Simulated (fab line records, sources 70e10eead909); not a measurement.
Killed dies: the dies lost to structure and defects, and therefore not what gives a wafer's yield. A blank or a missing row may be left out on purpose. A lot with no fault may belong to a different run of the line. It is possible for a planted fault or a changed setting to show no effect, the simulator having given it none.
Which tool did it?    flow nandHarc    12 lots, 36 wafers sampled, at 2 steps of a route of 1302

## WHAT THE GAUGES SHOWED, per wafer
NHARC_P_M2_INSPECT_27.
lot   measured      on                rawDefectCount
L075  day 7 01:23   defectInspect-02  241 147 229
L077  day 7 23:19   defectInspect-01  334 299 413
L079  day 8 14:23   defectInspect-01  276 259 227
L081  day 9 11:26   defectInspect-01  273 249 391
L083  day 10 11:54  defectInspect-01  408 437 361
L085  day 11 03:16  defectInspect-01  433 368 424
L087  day 11 21:34  defectInspect-02  326 269 393
L089  day 12 15:26  defectInspect-02  181 195 196
L091  day 13 13:48  defectInspect-02  182 208 354
L093  day 14 13:19  defectInspect-02  560 535 255
L095  day 15 10:40  defectInspect-02  164 135 228
L097  day 16 05:59  defectInspect-01  270 300 159

## EACH LOT AND THE TOOL THAT RAN IT (in order: tool; ch and the chambers of the sampled wafers; start)
lot   NHARC_P_M2_DEGAS_29
L075  pvdSputter-02, day 6 23:50
L077  pvdSputter-01, day 7 21:41
L079  pvdSputter-01, day 8 12:49
L081  pvdSputter-03, day 9 09:52
L083  pvdSputter-02, day 10 10:20
L085  pvdSputter-03, day 11 01:42
L087  pvdSputter-03, day 11 19:58
L089  pvdSputter-02, day 12 13:54
L091  pvdSputter-01, day 13 12:16
L093  pvdSputter-02, day 14 11:44
L095  pvdSputter-01, day 15 09:08
L097  pvdSputter-03, day 16 04:26
- NHARC_P_M2_DEGAS_29: time 60 s.

## THE ANSWER, worked out from the rows above alone
Rule: usual is defined by the lots themselves. Put in order of their means at a reading, lots are off if they are a third of the lots or fewer, leave a main group of 4 or more, and stand apart from it by a gap of 3 or more times the standard deviation of the main group's means; of several such gaps the widest counts. If all means in a main group match to the digits the tables above print for the reading, that group is not used. A lot without any number at a reading at which 4 lots or more have one is off too. The other lots that the step has rows for count as sound.
Across all readings shown, no lot is off: no conclusion can be drawn from this.

## WHAT THE SIMULATOR HAD PUT IN
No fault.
